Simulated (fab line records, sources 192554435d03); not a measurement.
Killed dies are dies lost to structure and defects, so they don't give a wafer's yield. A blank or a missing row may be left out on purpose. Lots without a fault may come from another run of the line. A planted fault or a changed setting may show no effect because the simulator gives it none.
fab line records | flow n5_finfet
record lots=7 wafers=21
route steps=1938 shown BEOL_M1@770 BEOL_M2@844 BEOL_M3@960 BEOL_M4@1028 BEOL_M5@1157 BEOL_M6@1212
start_h: hours from the record's first day to the start of the lot's first wafer shown | wait_h: hours since the lot's step before | " the same as in the row above | L1.1+2: a row that stands for several wafers | - no value, or no start given | * or withheld: withheld | < > ~ a bound
route shown NAME@n: a module of which the file shows steps, and the number in the route of the first | usual: mean/standard deviation of fault-free wafers | same: alike in all rows | chamber/n: place in a boat | sites: the reading at each site | _std_site: their standard deviation | _edge_site: outer sites' mean less inner sites' | radius_mm: how far each site lies from the wafer's centre | mask NAME#n: copy n | behind: the tool/chamber that last shaped the wafer | hold: why the lot was held/for how many hours/how that ended | device: the transistor (n, p or np) that didn't switch | end of line: the same wafers' tests at the end of the route | a step without rows: its recipe alone | killed: dies lost to structure and defects at the first sort, not the wafer's yield | map: a wafer's dies, x killed, . not, _ none there
set.NAME: the setting as run; set.NAME@STEP: as run at that earlier step | model.NAME: the simulator's own value behind a step, which no gauge read
lots whose settings were changed on purpose; a table a step, a row a wafer
## steps
# step N5_BEOL_M1_ETCH_64
# recipe chemistry=N2/H2 target=SOC target_depth_a=750 overetch_a=150 mask_material=SiARC temp_c=40 time_s=112.5 ion_energy_ev=200 pressure_mtorr=30 source_w=840 bias_w=150 n2_flow_sccm=200 h2_flow_sccm=200
# usual rf_vpp_V=523.9/2.4
# columns lot.wafer tool chamber start_h wait_h set.source_w set.spin_rpm@BEOL_M1_COAT_61 rf_vpp_V model.etch.depth_nm
L074.2 rie_diel-04 3 126.54 0.0 840 1500 521.4 60.17
L074.3 " 0 " " 892.7 1666 518.2 57.16
L074.6 " 1 " " 892.7 1500 516.0 60.41
L076.1 rie_diel-05 0 135.78 0.0 840 1398 527.8 62.09
L076.2 " 2 " " 840 1500 521.4 59.74
L076.5 " 2 " " 840 1398 521.2 62.01
L083.2 rie_diel-02 3 181.12 0.0 840 1500 524.4 60.1
L083.3 " 0 " " 840 1500 520.5 60.34
L083.5 " 0 " " 840 1500 519.2 60.08
L084.1 rie_diel-02 2 190.09 0.0 971.4 1500 499.8 59.69
L084.3 " 0 " " 840 1500 519.0 59.66
L084.6 " 0 " " 840 1500 519.3 59.92
L092.1 rie_diel-05 3 227.55 0.0 840 1500 521.8 60.41
L092.4 " 1 " " 840 1414 521.0 62.08
L092.6 " 2 " " 840 1500 522.7 60.27
L094.1 rie_diel-02 3 239.45 0.0 840 1380 523.9 62.56
L094.3 " 0 " " 699.7 1500 561.2 59.93
L094.5 " 2 " " 840 1380 525.6 62.49
L095.1 rie_diel-05 2 248.94 0.0 742.9 1500 543.3 60.22
L095.2 " 0 " " 742.9 1667 548.9 57.27
L095.4 " 1 " " 840 1667 520.5 57.09
# step N5_BEOL_M1_STRIP_65
# recipe chemistry=N2/H2 temp_c=40 n2_flow_sccm=200 h2_flow_sccm=200 rf_frequency_hz=6e+07
# step N5_BEOL_M1_STRIP_75
# recipe chemistry=N2/H2 temp_c=40 n2_flow_sccm=200 h2_flow_sccm=200 rf_frequency_hz=6e+07
# step N5_BEOL_M1_STRIP_66
# recipe chemistry=CF4 resist=SiARC power_w=300 bias_power_w=75 pressure_mtorr=50 cf4_flow_sccm=150 rf_frequency_hz=6e+07
# step N5_BEOL_M1_HM_OPEN_17
# recipe chemistry=Cl2/BCl3 target_depth_a=200 overetch_a=60 target=TiN mask_material=SOC ion_energy_ev=150 pressure_mtorr=10 icp_w=1000 bias_w=126 Cl2_flow_sccm=53.25 bcl3_flow_sccm=21.75 Ar_flow_sccm=25
# columns lot.wafer tool chamber start_h wait_h set.spin_rpm@BEOL_M1_COAT_61 model.SOC_of_BEOL_M1_COAT_61.thk_nm
L074.2 rie_metal-03 1 126.70 0.0 1500 52.4
L074.3 " 0 " " 1666 48.8
L074.6 " 1 " " 1500 52.6
L076.1 rie_metal-02 1 135.95 0.0 1398 54.2
L076.2 " 0 " " 1500 51.6
L076.5 " 0 " " 1398 53.8
L083.2 rie_metal-03 1 181.29 0.0 1500 52.2
L083.3 " 1 " " 1500 52.6
L083.5 " 1 " " 1500 52.4
L084.1+3 rie_metal-03 0 190.26 0.0 1500 51.4
L084.6 " 0 " " 1500 51.8
L092.1+6 rie_metal-02 1 227.72 0.0 1500 52.4
L092.4 " 1 " " 1414 54.2
L094.1+5 rie_metal-02 1 239.62 0.0 1380 54.6
L094.3 " 1 " " 1500 52
L095.1 rie_metal-01 0 249.11 0.0 1500 52.4
L095.2 " 1 " " 1667 49.8
L095.4 " 0 " " 1667 49.2
# step N5_BEOL_M1_STRIP_19
# recipe chemistry=O2 power_w=400 temp_c=40 pressure_mtorr=30 rf_frequency_hz=6e+07 bias_power_w=0 overash_fraction=0.2 o2_flow_sccm=225
# step N5_BEOL_M1_CD_MEAS_18
# recipe pitch_nm=36 target_cd_nm=18
# usual cd_nm=18.0/0.32
# columns lot.wafer tool chamber start_h wait_h set.dose_mj@BEOL_M1_EXPOSE_08 cd_nm
L074.2 cd_sem-02 - 126.89 0.1 33 18.3
L074.3 " - " " 33.77 18.6
L074.6 " - " " 33 18.2
L076.1 cd_sem-02 - 136.14 0.0 30.74 16.6
L076.2 " - " " 33 18.2
L076.5 " - " " 33 17.8
L083.2 cd_sem-03 - 181.47 0.1 33 18.1
L083.3 " - " " 33 18.5
L083.5 " - " " 33 18.4
L084.1 cd_sem-01 - 190.44 0.0 34.9 19.8
L084.3 " - " " 34.9 19.7
L084.6 " - " " 33 18.5
L092.1 cd_sem-03 - 227.90 0.0 34.26 18.7
L092.4 " - " " 33 18.0
L092.6 " - " " 33 17.7
L094.1 cd_sem-01 - 239.80 0.0 35.25 19.4
L094.3 " - " " 33 17.3
L094.5 " - " " 33 18.0
L095.1 cd_sem-01 - 249.29 0.0 33 17.6
L095.2 " - " " 34.13 18.4
L095.4 " - " " 33 18.3
# step N5_BEOL_M2_HM_DEP_02
# recipe material=TiN target_thk_a=200 temp_c=25 chamber_pressure_pa=0.49996
# columns lot.wafer tool chamber start_h wait_h set.target_thk_a model.TiN_of_BEOL_M2_HM_DEP_02.thk_nm
L074.2 pvd_sputter-02 - 132.39 0.1 200 20
L074.3 " - " " 178 17.8
L074.6 " - " " 200 20.2
L076.1+5 pvd_sputter-03 - 142.90 0.7 200 19.8
L076.2 " - " " 200 19.6
L083.2+3 pvd_sputter-02 - 189.83 1.1 200 20
L083.5 " - " " 200 19.6
L084.1+6 pvd_sputter-01 - 199.28 1.7 200 19.8
L084.3 " - " " 200 20
L092.1 pvd_sputter-01 - 238.20 0.6 182.4 18.2
L092.4 " - " " 182.4 18.6
L092.6 " - " " 200 20.4
L094.1+5 pvd_sputter-01 - 246.66 0.1 200 20.4
L094.3 " - " " 200 20
L095.1 pvd_sputter-03 - 257.83 1.0 225 22.4
L095.2 " - " " 225 22.6
L095.4 " - " " 225 22.2
# step N5_BEOL_M2_COAT_61
# recipe resist=SOC temp_c=250 time_s=60 spin_rpm=1500 resist_thk_nm=60
# columns lot.wafer tool chamber start_h wait_h set.temp_c
L074.2+6 litho_track-04 0 132.51 0.1 250
L074.3 " 0 " " 244.7
L076.1+2+5 litho_track-04 0 143.02 0.1 250
L083.2+3+5 litho_track-05 0 189.96 0.1 250
L084.1+3+6 litho_track-05 0 199.41 0.1 250
L092.1+6 litho_track-04 0 238.32 0.1 250
L092.4 " 0 " " 245.1
L094.1+3+5 litho_track-05 0 246.78 0.1 250
L095.1+2+4 litho_track-04 0 257.95 0.1 250
# step N5_BEOL_M2_COAT_62
# recipe resist=SiARC temp_c=220 time_s=60 spin_rpm=1500 resist_thk_nm=12
# step N5_BEOL_M2_COAT_73
# recipe resist=underlayer temp_c=205 time_s=60 spin_rpm=1500 resist_thk_nm=5
# step N5_BEOL_M2_STRIP_75
# recipe chemistry=N2/H2 temp_c=40 n2_flow_sccm=200 h2_flow_sccm=200 rf_frequency_hz=6e+07
# step N5_BEOL_M2_STRIP_66
# recipe chemistry=CF4 resist=SiARC power_w=300 bias_power_w=75 pressure_mtorr=50 cf4_flow_sccm=150 rf_frequency_hz=6e+07
# step N5_BEOL_M2_HM_OPEN_17
# recipe chemistry=Cl2/BCl3 target_depth_a=200 overetch_a=60 target=TiN mask_material=SOC ion_energy_ev=150 pressure_mtorr=10 icp_w=1000 bias_w=126 Cl2_flow_sccm=53.25 bcl3_flow_sccm=21.75 Ar_flow_sccm=25
# columns lot.wafer tool chamber start_h wait_h set.target_thk_a@BEOL_M2_HM_DEP_02 model.etch.depth_nm
L074.2 rie_metal-03 0 133.16 0.0 200 20.01
L074.3 " 0 " " 178 17.82
L074.6 " 1 " " 200 20.12
L076.1 rie_metal-02 1 143.79 0.0 200 19.74
L076.2 " 0 " " 200 19.65
L076.5 " 1 " " 200 19.79
L083.2 rie_metal-02 0 190.73 0.0 200 19.93
L083.3 " 1 " " 200 19.99
L083.5 " 0 " " 200 19.53
L084.1 rie_metal-01 0 200.18 0.0 200 19.86
L084.3 " 1 " " 200 19.98
L084.6 " 1 " " 200 19.73
L092.1 rie_metal-02 0 239.11 0.0 182.4 18.18
L092.4 " 1 " " 182.4 18.59
L092.6 " 0 " " 200 20.36
L094.1 rie_metal-02 1 247.55 0.0 200 20.36
L094.3 " 1 " " 200 20.02
L094.5 " 0 " " 200 20.37
L095.1 rie_metal-01 1 258.63 0.0 225 22.38
L095.2 " 1 " " 225 22.52
L095.4 " 1 " " 225 22.23
# step N5_BEOL_M3_COAT_22
# recipe resist=CAR-EUV spin_rpm=1500 resist_thk_nm=30
# columns lot.wafer tool chamber start_h wait_h set.spin_rpm model.CAR-EUV_of_BEOL_M3_COAT_22.thk_nm
L074.2 litho_track-04 0 - - 1404 31
L074.3 " 0 " " 1500 29.8
L074.6 " 0 " " 1404 30.8
L076.1+2 litho_track-03 0 - - 1500 30
L076.5 " 0 " " 1545 29.6
L083.2+3+5 litho_track-01 0 - - 1500 30
L084.1+3 litho_track-04 0 - - 1500 30
L084.6 " 0 " " 1405 31
L092.1+6 litho_track-01 0 - - 1500 30
L092.4 " 0 " " 1390 31.2
L094.1 litho_track-01 0 - - 1500 29.8
L094.3+5 " 0 " " 1500 30
L095.1 litho_track-04 0 - - 1500 29.8
L095.2+4 " 0 " " 1372 31.2
# step N5_BEOL_M3_DESCUM_33
# recipe chemistry=O2 time_s=7 source_power_w=50 bias_power_w=20 pressure_mtorr=20 rf_frequency_hz=2.712e+07 temp_c=40 resist=CAR-EUV o2_flow_sccm=225
# columns lot.wafer tool chamber start_h wait_h set.time_s set.spin_rpm@BEOL_M3_COAT_22 model.CAR-EUV_of_BEOL_M3_COAT_22.thk_nm
L074.2 rie_diel-04 2 150.16 0.0 7 1404 27
L074.3 " 1 " " 7 1500 26
L074.6 " 2 " " 7 1404 26.8
L076.1 rie_diel-04 3 151.88 0.0 7 1500 26
L076.2 " 0 " " 7 1500 26.2
L076.5 " 2 " " 7 1545 25.6
L083.2+3+5 rie_diel-04 3,1,1 200.71 0.0 7 1500 26
L084.1+3 rie_diel-05 3,2 209.10 0.0 7 1500 26
L084.6 " 0 " " 7 1405 27
L092.1 rie_diel-05 0 254.70 0.0 6.563 1500 26.4
L092.4 " 1 " " 7 1390 27.4
L092.6 " 1 " " 7 1500 26
L094.1+3+5 rie_diel-04 1,3,0 267.04 0.2 7 1500 26
L095.1 rie_diel-02 2 267.26 0.0 7 1500 26
L095.2 " 1 " " 7 1372 27.4
L095.4 " 3 " " 7 1372 27.2
# step N5_BEOL_M4_COAT_05
# recipe resist=CAR-EUV spin_rpm=1500 resist_thk_nm=30
# columns lot.wafer tool chamber start_h wait_h set.spin_rpm model.CAR-EUV_of_BEOL_M4_COAT_05.thk_nm
L074.2+3 litho_track-05 0 - - 1500 30
L074.6 " 0 " " 1573 29.2
L076.1 litho_track-02 0 - - 1546 29.4
L076.2 " 0 " " 1500 30
L076.5 " 0 " " 1546 29.6
L083.2 litho_track-03 0 - - 1500 29.8
L083.3+5 " 0 " " 1500 30
L084.1+3 litho_track-03 0 - - 1500 29.8
L084.6 " 0 " " 1609 28.8
L092.1+4 litho_track-05 0 - - 1500 30
L092.6 " 0 " " 1603 29
L095.1+2+4 litho_track-02 0 - - 1500 30
L094.1 litho_track-02 0 - - 1500 30.2
L094.3+5 " 0 " " 1620 28.8
# step N5_BEOL_M4_EBR_07
# recipe solvent=PGMEA ebr_width_mm=1.5
# step N5_BEOL_M4_SOFTBAKE_06
# recipe temp_c=110 time_s=60 resist=CAR-EUV
# step N5_BEOL_M4_DESCUM_16
# recipe chemistry=O2 time_s=7 source_power_w=50 bias_power_w=20 pressure_mtorr=20 rf_frequency_hz=2.712e+07 temp_c=40 resist=CAR-EUV o2_flow_sccm=225
# columns lot.wafer tool chamber start_h wait_h set.spin_rpm@BEOL_M4_COAT_05 model.CAR-EUV_of_BEOL_M4_COAT_05.thk_nm
L074.2+3 rie_diel-01 3,2 158.57 0.0 1500 26
L074.6 " 0 " " 1573 25.4
L076.1+5 rie_diel-01 0,3 161.87 0.0 1546 25.6
L076.2 " 3 " " 1500 26
L083.2 rie_diel-06 1 208.36 0.0 1500 26
L083.3+5 " 2 " " 1500 26.2
L084.1 rie_diel-06 2 220.78 0.1 1500 25.8
L084.3 " 1 " " 1500 26
L084.6 " 2 " " 1609 25
L092.1 rie_diel-01 3 267.69 0.1 1500 26
L092.4 " 2 " " 1500 25.8
L092.6 " 0 " " 1603 25
L095.1 rie_diel-03 2 275.74 0.1 1500 26.2
L095.2+4 " 0,3 " " 1500 26
L094.1 rie_diel-06 3 282.46 0.0 1500 26.2
L094.3 " 0 " " 1620 25
L094.5 " 3 " " 1620 24.8
# step N5_BEOL_M4_ETCH_74
# recipe chemistry=N2/H2 target=underlayer target_depth_a=65 mask_material=CAR-EUV time_s=5.2 ion_energy_ev=200 pressure_mtorr=30 source_w=840 bias_w=150 n2_flow_sccm=200 h2_flow_sccm=200 ends=cleared
# columns lot.wafer tool chamber start_h wait_h set.spin_rpm@BEOL_M4_COAT_05 model.CAR-EUV_of_BEOL_M4_COAT_05.thk_nm
L074.2 rie_diel-01 3 158.60 0.0 1500 20.4
L074.3 " 2 " " 1500 20.2
L074.6 " 0 " " 1573 19.6
L076.1+5 rie_diel-01 0,3 161.90 0.0 1546 19.8
L076.2 " 3 " " 1500 20.4
L083.2 rie_diel-06 1 208.39 0.0 1500 20.2
L083.3+5 " 2 " " 1500 20.4
L084.1+3 rie_diel-06 2,1 220.81 0.0 1500 20.2
L084.6 " 2 " " 1609 19.2
L092.1+4 rie_diel-01 3,2 267.73 0.0 1500 20.2
L092.6 " 0 " " 1603 19.2
L095.1+2 rie_diel-03 2,0 275.77 0.0 1500 20.4
L095.4 " 3 " " 1500 20.2
L094.1 rie_diel-06 3 282.50 0.0 1500 20.4
L094.3 " 0 " " 1620 19.2
L094.5 " 3 " " 1620 19
# step N5_BEOL_M5_VIA_ETCH_34
# recipe chemistry=C4F6/O2 target=SiCOH_lowk target_depth_a=883 mask_material=SOC taper_deg=4 time_s=39.2 ion_energy_ev=250 pressure_mtorr=30 source_w=345 bias_w=185 Ar_flow_sccm=300 C4F6_flow_sccm=10 O2_flow_sccm=10
# usual rf_vpp_V=660/9.7
# columns lot.wafer tool chamber start_h wait_h set.bias_w rf_vpp_V model.etch.depth_nm
L074.2 rie_diel-05 1 172.16 0.0 163.1 584 84.85
L074.3 " 2 " " 185 647 88.25
L074.6 " 3 " " 185 669 85.78
L076.1 rie_diel-05 2 173.97 0.0 204.2 701 91.19
L076.2 " 0 " " 185 661 89.93
L076.5 " 0 " " 185 661 89.12
L083.2 rie_diel-04 3 222.77 0.0 185 646 86.56
L083.3 " 2 " " 185 667 87.8
L083.5 " 3 " " 185 647 86.92
L084.1 rie_diel-02 1 234.79 0.0 158.5 591 83.47
L084.3 " 2 " " 185 654 86.65
L084.6 " 2 " " 158.5 577 81.75
L092.1 rie_diel-04 3 280.94 0.0 185 645 86.77
L092.4 " 3 " " 198 680 88.7
L092.6 " 0 " " 198 705 89.99
L095.1 rie_diel-02 1 302.39 0.0 173.8 636 84.53
L095.2 " 2 " " 185 655 84.47
L095.4 " 3 " " 173.8 629 84.19
L094.1 rie_diel-05 3 307.44 0.0 185 668 86.95
L094.3 " 2 " " 218 736 91.56
L094.5 " 0 " " 218 752 92.99
# step N5_BEOL_M5_TRENCH_ETCH_37
# recipe chemistry=C4F6/O2 target_depth_a=716.52 target=SiCOH_lowk time_s=24.7 ion_energy_ev=250 pressure_mtorr=30 source_w=345 bias_w=185 Ar_flow_sccm=300 C4F6_flow_sccm=10 O2_flow_sccm=10
# usual rf_vpp_V=660/9.4
# columns lot.wafer tool chamber start_h wait_h set.bias_w rf_vpp_V model.BEOL_M5.feature_depth_nm model.etch.depth_nm
L074.2 rie_diel-05 1 - - 169.7 602 70.2 70.29
L074.3 " 2 " " 185 648 71.4 71.4
L074.6 " 3 " " 169.7 624 67.4 67.39
L076.1 rie_diel-05 2 - - 185 649 70.6 70.63
L076.2 " 0 " " 185 661 71.6 71.61
L076.5 " 0 " " 185 660 71.8 71.82
L083.2 rie_diel-04 3 - - 185 647 70.4 70.38
L083.3 " 2 " " 185 667 71 71.05
L083.5 " 3 " " 185 647 70.6 70.69
L084.1 rie_diel-02 1 - - 185 668 71.4 71.39
L084.3 " 2 " " 185 654 70.2 70.18
L084.6 " 2 " " 185 655 70.2 70.28
L092.1 rie_diel-04 3 - - 185 645 70.4 70.41
L092.4 " 3 " " 160.5 577 67.8 67.89
L092.6 " 0 " " 185 671 72.4 72.34
L095.1 rie_diel-02 1 - - 185 667 69.6 69.59
L095.2 " 2 " " 185 654 69.2 69.3
L095.4 " 3 " " 185 660 69 68.94
L094.1 rie_diel-05 3 - - 154.6 580 66.6 66.53
L094.3 " 2 " " 185 649 70.8 70.87
L094.5 " 0 " " 185 660 72 72.09
# step N5_BEOL_M6_ETCH_62
# recipe chemistry=N2/H2 target=SOC target_depth_a=1100 overetch_a=220 mask_material=SiARC temp_c=40 time_s=165 ion_energy_ev=200 pressure_mtorr=30 source_w=840 bias_w=150 n2_flow_sccm=200 h2_flow_sccm=200
# columns lot.wafer tool chamber start_h wait_h set.time_s model.SiARC_of_BEOL_M6_COAT_60.thk_nm
L074.2 rie_diel-06 1 181.53 0.0 194.8 27
L074.3 " 3 " " 194.8 26.8
L074.6 " 0 " " 194.8 27.2
L076.1 rie_diel-06 2 184.23 0.0 165 28.2
L076.2 " 0 " " 152.1 28.8
L076.5 " 1 " " 152.1 28.4
L083.2+5 rie_diel-03 0,1 235.10 0.0 165 28.4
L083.3 " 2 " " 165 28.6
L084.1+3+6 rie_diel-06 2,1,3 244.39 0.0 165 28.4
L092.1 rie_diel-03 2 291.32 0.0 165 28.8
L092.4 " 3 " " 165 28
L092.6 " 1 " " 197.9 27
L095.1 rie_diel-01 2 314.70 0.0 165 28.2
L095.2 " 3 " " 165 28.4
L095.4 " 1 " " 153.5 28.8
L094.1+3 rie_diel-01 3,2 316.99 0.0 183 27.6
L094.5 " 0 " " 183 27.8
# step N5_BEOL_M6_STRIP_68
# recipe chemistry=N2/H2 temp_c=40 n2_flow_sccm=200 h2_flow_sccm=200 rf_frequency_hz=6e+07
# step N5_BEOL_M6_STRIP_67
# recipe chemistry=CF4 resist=SiARC power_w=300 bias_power_w=75 pressure_mtorr=50 cf4_flow_sccm=150 rf_frequency_hz=6e+07
# step N5_BEOL_M6_HM_OPEN_17
# recipe chemistry=Cl2/BCl3 target_depth_a=200 overetch_a=60 target=TiN mask_material=SOC ion_energy_ev=150 pressure_mtorr=10 icp_w=1000 bias_w=126 Cl2_flow_sccm=53.25 bcl3_flow_sccm=21.75 Ar_flow_sccm=25
# columns lot.wafer tool chamber start_h wait_h set.time_s@BEOL_M6_ETCH_62 model.etch.depth_nm
L074.2 rie_metal-01 1 181.71 0.0 194.8 16.6
L074.3 " 1 " " 194.8 16.7
L074.6 " 1 " " 194.8 16.71
L076.1 rie_metal-02 1 184.41 0.0 165 19.72
L076.2 " 0 " " 152.1 19.69
L076.5 " 1 " " 152.1 19.63
L083.2 rie_metal-02 1 235.29 0.0 165 19.79
L083.3 " 1 " " 165 19.54
L083.5 " 1 " " 165 20
L084.1 rie_metal-02 1 244.58 0.0 165 19.81
L084.3 " 0 " " 165 19.73
L084.6 " 0 " " 165 19.93
L092.1 rie_metal-01 0 291.51 0.0 165 19.95
L092.4 " 0 " " 165 19.68
L092.6 " 0 " " 197.9 16.44
L095.1 rie_metal-01 1 314.88 0.0 165 19.99
L095.2 " 0 " " 165 20.24
L095.4 " 0 " " 153.5 20.19
L094.1 rie_metal-01 0 317.18 0.0 183 17.81
L094.3 " 0 " " 183 17.43
L094.5 " 1 " " 183 17.94
## key
split step=N5_BEOL_M1_ETCH_64 setting=source_w stated=840 by=wafer
response step=N5_BEOL_M1_ETCH_64 reading=rf_vpp_V change=-1.77 per=1% r=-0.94
split step=N5_BEOL_M2_HM_DEP_02 setting=target_thk_a stated=200 by=wafer
response step=N5_BEOL_M2_HM_DEP_02 reading=model.TiN_of_BEOL_M2_HM_DEP_02.thk_nm change=+0.216 per=1% r=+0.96
response step=N5_BEOL_M2_HM_OPEN_17 reading=model.etch.depth_nm change=+0.212 per=1% r=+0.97
split step=N5_BEOL_M2_COAT_61 setting=temp_c stated=250 by=wafer
response none clear
split step=N5_BEOL_M3_COAT_22 setting=spin_rpm stated=1500 by=wafer
response step=N5_BEOL_M3_COAT_22 reading=model.CAR-EUV_of_BEOL_M3_COAT_22.thk_nm change=-0.163 per=1% r=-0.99
response step=N5_BEOL_M3_DESCUM_33 reading=model.CAR-EUV_of_BEOL_M3_COAT_22.thk_nm change=-0.155 per=1% r=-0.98
split step=N5_BEOL_M3_DESCUM_33 setting=time_s stated=7 by=wafer
response none clear
split step=N5_BEOL_M4_COAT_05 setting=spin_rpm stated=1500 by=wafer
response step=N5_BEOL_M4_COAT_05 reading=model.CAR-EUV_of_BEOL_M4_COAT_05.thk_nm change=-0.156 per=1% r=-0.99
response step=N5_BEOL_M4_DESCUM_16 reading=model.CAR-EUV_of_BEOL_M4_COAT_05.thk_nm change=-0.138 per=1% r=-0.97
response step=N5_BEOL_M4_ETCH_74 reading=model.CAR-EUV_of_BEOL_M4_COAT_05.thk_nm change=-0.151 per=1% r=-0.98
split step=N5_BEOL_M5_VIA_ETCH_34 setting=bias_w stated=185 by=wafer
response step=N5_BEOL_M5_VIA_ETCH_34 reading=rf_vpp_V change=+4.79 per=1% r=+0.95
response step=N5_BEOL_M5_VIA_ETCH_34 reading=model.etch.depth_nm change=+0.25 per=1% r=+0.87
split step=N5_BEOL_M5_TRENCH_ETCH_37 setting=bias_w stated=185 by=wafer
response step=N5_BEOL_M5_TRENCH_ETCH_37 reading=rf_vpp_V change=+5.04 per=1% r=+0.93
response step=N5_BEOL_M5_TRENCH_ETCH_37 reading=model.BEOL_M5.feature_depth_nm change=+0.288 per=1% r=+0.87
response step=N5_BEOL_M5_TRENCH_ETCH_37 reading=model.etch.depth_nm change=+0.289 per=1% r=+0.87
split step=N5_BEOL_M6_ETCH_62 setting=time_s stated=165 by=wafer
response step=N5_BEOL_M6_ETCH_62 reading=model.SiARC_of_BEOL_M6_COAT_60.thk_nm change=-0.0681 per=1% r=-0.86
response step=N5_BEOL_M6_HM_OPEN_17 reading=model.etch.depth_nm change=-0.133 per=1% r=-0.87
split outside_this_file step=N5_BEOL_M1_COAT_61 setting=spin_rpm
split outside_this_file step=N5_BEOL_M1_EXPOSE_08 setting=dose_mj
# split outside_this_file: this setting was split too, and the file shows its column; the key of that split is in another file
